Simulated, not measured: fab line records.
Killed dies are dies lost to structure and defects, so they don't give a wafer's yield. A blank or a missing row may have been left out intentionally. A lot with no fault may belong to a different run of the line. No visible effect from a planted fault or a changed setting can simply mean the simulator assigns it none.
Which tool did it? | flow nand-harc | 36 wafers from 12 lots sampled at 5 of the route's 1302 steps

WHAT THE GAUGES SHOWED, per wafer
NHARC_A_ONON_D1_THK_MEAS_24: measures by ellipsometry.
lot  | measured     | on            | thk-nm (nm)
L399 | day 8 15:53  | film-metro-01 | 1008 1006 1006
L400 | day 8 15:54  | film-metro-02 | 1004 1003 1002
L401 | day 9 08:44  | film-metro-02 | 1020 1021 1019
L403 | day 10 13:09 | film-metro-01 | 985 987 985
L405 | day 11 11:09 | film-metro-01 | 1007 1007 1008
L406 | day 11 11:10 | film-metro-01 | 994 995 995
L408 | day 12 16:52 | film-metro-02 | 1012 1011 1013
L410 | day 13 01:05 | film-metro-01 | 996 995 996
L416 | day 15 20:28 | film-metro-02 | 1000 1000 1001
L418 | day 16 14:20 | film-metro-01 | 1014 1015 1014
L419 | day 17 02:56 | film-metro-01 | 992 990 990
L420 | day 17 10:17 | film-metro-02 | 978 978 975

NHARC_A_ONON_D1_THK_MEAS_34: measures by ellipsometry.
lot  | measured     | on            | thk-nm (nm)
L399 | day 8 17:29  | film-metro-01 | 196.3 197.9 197.2
L400 | day 8 17:42  | film-metro-01 | 195.9 199.9 196.9
L401 | day 9 10:20  | film-metro-02 | 196.8 197.8 198.4
L403 | day 10 14:46 | film-metro-02 | 198.9 202.4 202.7
L405 | day 11 12:46 | film-metro-01 | 198.6 203.2 200.8
L406 | day 11 12:52 | film-metro-02 | 199.7 199.7 200.9
L408 | day 12 18:27 | film-metro-01 | 214.5 213.9 217.3
L410 | day 13 02:43 | film-metro-01 | 217.0 217.2 220.2
L416 | day 15 22:04 | film-metro-01 | 204.8 207.0 202.1
L418 | day 16 15:56 | film-metro-01 | 198.9 205.7 201.5
L419 | day 17 04:33 | film-metro-01 | 196.6 198.2 201.7
L420 | day 17 11:53 | film-metro-02 | 195.7 194.9 199.7

NHARC_A_CHANNEL_HOLE_D1_OVL_MEAS_11.
lot  | measured     | on         | overlay-x-nm (nm) | overlay-y-nm (nm)
L399 | day 8 21:20  | overlay-01 | 0.2 0.0 0.2       | 0.4 0.5 0.5
L400 | day 8 21:37  | overlay-02 | -0.3 -0.5 -0.3    | 0.4 0.5 0.4
L401 | day 9 13:10  | overlay-01 | -0.2 0.1 -0.2     | 0.2 0.0 -0.1
L403 | day 10 17:32 | overlay-02 | -1.3 -1.3 -1.3    | 0.0 0.4 0.1
L405 | day 11 21:37 | overlay-01 | 0.5 0.2 0.1       | -0.4 -0.3 -0.3
L406 | day 11 22:55 | overlay-01 | 0.1 0.5 -0.1      | 1.4 1.3 1.6
L408 | day 12 22:34 | overlay-01 | 0.0 0.0 -0.3      | -1.1 -1.4 -1.2
L410 | day 13 05:59 | overlay-02 | 0.1 0.9 0.1       | -0.7 -0.5 -0.2
L416 | day 16 00:56 | overlay-02 | 0.5 0.9 0.5       | -1.5 -1.4 -1.5
L418 | day 16 19:52 | overlay-01 | -1.5 -1.4 -1.3    | 0.3 0.6 0.1
L419 | day 17 07:24 | overlay-01 | 1.1 0.6 0.8       | 0.4 0.4 0.4
L420 | day 17 15:28 | overlay-02 | -1.8 -1.8 -1.7    | -0.1 0.1 -0.2

EACH LOT AND THE TOOL THAT RAN IT (in order: tool; ch and the chambers of the sampled wafers; start)
lot  | NHARC_A_ZERO_WELL_ETCH_19          | NHARC_A_ONON_D1_DEP_33
L399 | rie-diel-12 ch 0,1,3, day 7 05:58  | pecvd-02 ch 0,1,2, day 8 17:04
L400 | rie-diel-12 ch 2,3, day 7 09:46    | pecvd-01 ch 0,2, day 8 17:17
L401 | rie-diel-04 ch 1,3, day 8 00:23    | pecvd-02 ch 0,1, day 9 09:55
L403 | rie-diel-01 ch 0,2, day 9 03:56    | pecvd-01 ch 0,1,2, day 10 14:23
L405 | rie-diel-01 ch 0,2,3, day 10 00:31 | pecvd-01 ch 0,2, day 11 12:26
L406 | rie-diel-12 ch 0,1, day 10 01:39   | pecvd-02 ch 0,1,2, day 11 12:27
L408 | rie-diel-12 ch 1,2, day 11 03:16   | pecvd-02 ch 0,2, day 12 18:05
L410 | rie-diel-12 ch 0,1,2, day 11 15:43 | pecvd-02 ch 0,2, day 13 02:21
L416 | rie-diel-04 ch 1,2, day 14 11:11   | pecvd-02 ch 0,1,2, day 15 21:43
L418 | rie-diel-12 ch 1,2,3, day 15 02:17 | pecvd-02 ch 1,2, day 16 15:34
L419 | rie-diel-12 ch 1,3, day 15 11:50   | pecvd-01 ch 0,1,2, day 17 04:08
L420 | rie-diel-01 ch 0,3, day 15 21:22   | pecvd-03 ch 0,1, day 17 11:28
- NHARC_A_ZERO_WELL_ETCH_19: etches the open film in N2/H2, target depth 80 nm, overetch 24 nm, time 87.88 s.
- NHARC_A_ONON_D1_DEP_33: deposits SiO2, target thk 200 nm.

AS READ BY THE TOOLS THEMSELVES (means over the sampled wafers that have a number; for cases with no such wafer, the mark the record gives instead)
NHARC_A_ZERO_WELL_ETCH_19.
lot  | tool        | drypump-motor-current-A (A) | h2-flow-sccm (sccm) | oes-product-au (a.u.) | rf-vpp-V (V) | showerhead-plenum-p-Torr (Torr) | throttle-valve-pct (%)
L399 | rie-diel-12 | 5.6                         | 150.0               | 1.002                 | 429.8        | 2.02                            | 14.176
L400 | rie-diel-12 | 5.7                         | 150.5               | 1.005                 | 428.9        | 1.97                            | 14.172
L401 | rie-diel-04 | 5.8                         | 149.7               | 0.979                 | 427.5        | 1.97                            | 14.157
L403 | rie-diel-01 | 5.6                         | 149.7               | 0.996                 | 430.6        | 2.06                            | 14.180
L405 | rie-diel-01 | 5.4                         | 150.1               | 1.000                 | 431.0        | 2.02                            | 14.176
L406 | rie-diel-12 | 5.6                         | 149.7               | 0.988                 | 430.3        | 1.99                            | 14.165
L408 | rie-diel-12 | 5.7                         | 150.1               | 0.998                 | 428.0        | 1.94                            | 14.177
L410 | rie-diel-12 | 5.6                         | 150.4               | 0.998                 | 427.7        | 1.96                            | 14.171
L416 | rie-diel-04 | 5.8                         | 150.0               | 0.992                 | 426.7        | 1.93                            | 14.176
L418 | rie-diel-12 | 5.7                         | 150.2               | 0.996                 | 429.2        | 2.00                            | 14.176
L419 | rie-diel-12 | 5.7                         | 150.0               | 1.000                 | 431.2        | 2.06                            | 14.180
L420 | rie-diel-01 | 5.1                         | 150.1               | 0.993                 | 427.6        | 1.97                            | 14.174

NHARC_A_ONON_D1_DEP_33.
lot  | tool     | heater-power-w (W) | mfc-precursor-sccm (sccm) | showerhead-vpp-V (V) | throttle-valve-pct (%)
L399 | pecvd-02 | 573                | 162.1                     | 1808                 | 16.2
L400 | pecvd-01 | 507                | 161.7                     | 1838                 | 15.8
L401 | pecvd-02 | 586                | 161.4                     | 1891                 | 16.5
L403 | pecvd-01 | 607                | 161.2                     | 1809                 | 15.6
L405 | pecvd-01 | 583                | 161.6                     | 1795                 | 16.2
L406 | pecvd-02 | 541                | 161.7                     | 1834                 | 15.7
L408 | pecvd-02 | 495                | 172.9                     | 1859                 | 16.2
L410 | pecvd-02 | 481                | 172.8                     | 1874                 | 16.3
L416 | pecvd-02 | 575                | 161.3                     | 1834                 | 16.0
L418 | pecvd-02 | 600                | 161.4                     | 1755                 | 15.9
L419 | pecvd-01 | 497                | 161.8                     | 1843                 | 15.6
L420 | pecvd-03 | 475                | 161.1                     | 1841                 | 16.2

THE ANSWER, worked out from the rows above alone
Rule: the usual values come from the lots themselves. The widest of any qualifying gaps counts: lots, ordered by their means at a reading, are off when they make up no more than a third of the lots, leave a main group of 4 or more, and stand apart from it by 3 or more times the standard deviation of that group's means. A main group is skipped when, at the precision printed for the reading in the tables above, its means are all equal. Also off: a lot with no number at a reading for which 4 or more lots have one. All remaining lots with rows at the step are treated as sound. Order of review: gauges by route order, followed by the tools' own readings, for which a lot's mean as printed above is used. At the first step where some lot is off, the reading lying furthest off is the one used; lots without a number count as furthest.
Off: L408, L410, at NHARC_A_ONON_D1_THK_MEAS_34 (thk-nm). The main group has a mean of 199.7 nm with a standard deviation of 2.4.
A tool fits if, at a process step before that reading, it ran every lot that is off, and no sound lot after the first of them. Not tried: the gauges at NHARC_A_ONON_D1_THK_MEAS_34; whatever is off there is also off at NHARC_A_ONON_D1_DEP_33, on other tools, and gauge error can't account for it. No candidate that was tried fits.

WHAT THE SIMULATOR HAD PUT IN
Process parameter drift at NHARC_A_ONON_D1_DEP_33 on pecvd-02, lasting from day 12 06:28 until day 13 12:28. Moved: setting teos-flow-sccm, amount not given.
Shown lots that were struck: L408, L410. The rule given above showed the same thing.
